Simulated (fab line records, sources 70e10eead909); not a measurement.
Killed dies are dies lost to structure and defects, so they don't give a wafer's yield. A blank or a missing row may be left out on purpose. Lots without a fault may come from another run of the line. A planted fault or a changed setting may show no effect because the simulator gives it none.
Chamber matching | flow nand_harc | NHARC_A_ONON_D1_DEP_33 on pecvd-02: 3 sister chambers
The step deposits SiO2, target thk 200 nm. 18 wafers are shown with their chamber, then 9 later ones without.

WAFERS WITH THEIR CHAMBER
wafer  | chamber | throttle_valve_pct (%) | rf_fwd_power_W (W) | heater_power_w (W)
L077.3 | 1       | 16.2                   | 897.0              | 604
L077.5 | 2       | 16.3                   | 894.2              | 636
L077.6 | 0       | 16.6                   | 897.8              | 552
L079.1 | 0       | 16.5                   | 898.0              | 503
L079.2 | 2       | 16.0                   | 902.3              | 561
L079.5 | 2       | 16.3                   | 891.8              | 554
L081.1 | 1       | 16.6                   | 898.2              | 577
L081.4 | 2       | 15.9                   | 900.0              | 580
L081.5 | 0       | 16.7                   | 897.1              | 618
L082.3 | 2       | 16.0                   | 892.3              | 570
L082.4 | 1       | 16.4                   | 899.7              | 503
L082.5 | 2       | 16.2                   | 900.4              | 577
L084.1 | 2       | 16.1                   | 901.7              | 576
L084.2 | 1       | 16.5                   | 901.7              | 505
L084.6 | 1       | 16.2                   | 900.8              | 536
L086.1 | 0       | 16.3                   | 899.4              | 520
L086.2 | 1       | 16.5                   | 901.6              | 610
L086.6 | 2       | 16.0                   | 899.0              | 549

SIGNATURES (means of the wafers above)
reading            | chamber 0 | chamber 1 | chamber 2 | scatter within a chamber
throttle_valve_pct | 16.525    | 16.400    | 16.100    | 0.161
rf_fwd_power_W     | 898.075   | 899.833   | 897.712   | 3.15
heater_power_w     | 548.25    | 555.83    | 575.38    | 40.2
Rule: a wafer's distance from a chamber is the root of the sum, over the readings, of the square of ((its reading less the chamber's mean) divided by the reading's scatter). The wafer belongs to the nearest chamber; if the next one is less than 2 further off, it can't be placed. The scatter: the root of (the sum of the squares of (reading less its chamber's mean) over the shown wafers, divided by (wafers less chambers)).

WAFERS WITHOUT THEIR CHAMBER
wafer  | throttle_valve_pct (%) | rf_fwd_power_W (W) | heater_power_w (W)
L088.1 | 16.0                   | 899.4              | 566
L088.3 | 16.4                   | 900.1              | 597
L088.5 | 16.6                   | 901.6              | 662
L091.2 | 16.3                   | 894.6              | 577
L091.3 | 16.6                   | 895.9              | 614
L091.5 | 16.5                   | 897.7              | 612
L092.3 | 16.4                   | 901.1              | 556
L092.5 | 16.1                   | 898.6              | 529
L092.6 | 16.6                   | 902.8              | 579

WHICH CHAMBER EACH WENT THROUGH
wafer  | from the rows above          | in truth
L088.1 | can't be placed: 2 or 1      | 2
L088.3 | can't be placed: 1 or 0 or 2 | 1
L088.5 | can't be placed: 1 or 0 or 2 | 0
L091.2 | can't be placed: 2 or 1 or 0 | 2
L091.3 | can't be placed: 0 or 1 or 2 | 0
L091.5 | can't be placed: 0 or 1 or 2 | 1
L092.3 | can't be placed: 1 or 0 or 2 | 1
L092.5 | can't be placed: 2 or 1 or 0 | 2
L092.6 | can't be placed: 1 or 0 or 2 | 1
Placed correctly: 0 of 9. Can't be placed from these rows: 9 (the true chamber is among the candidates in 9). Placed wrongly: 0.
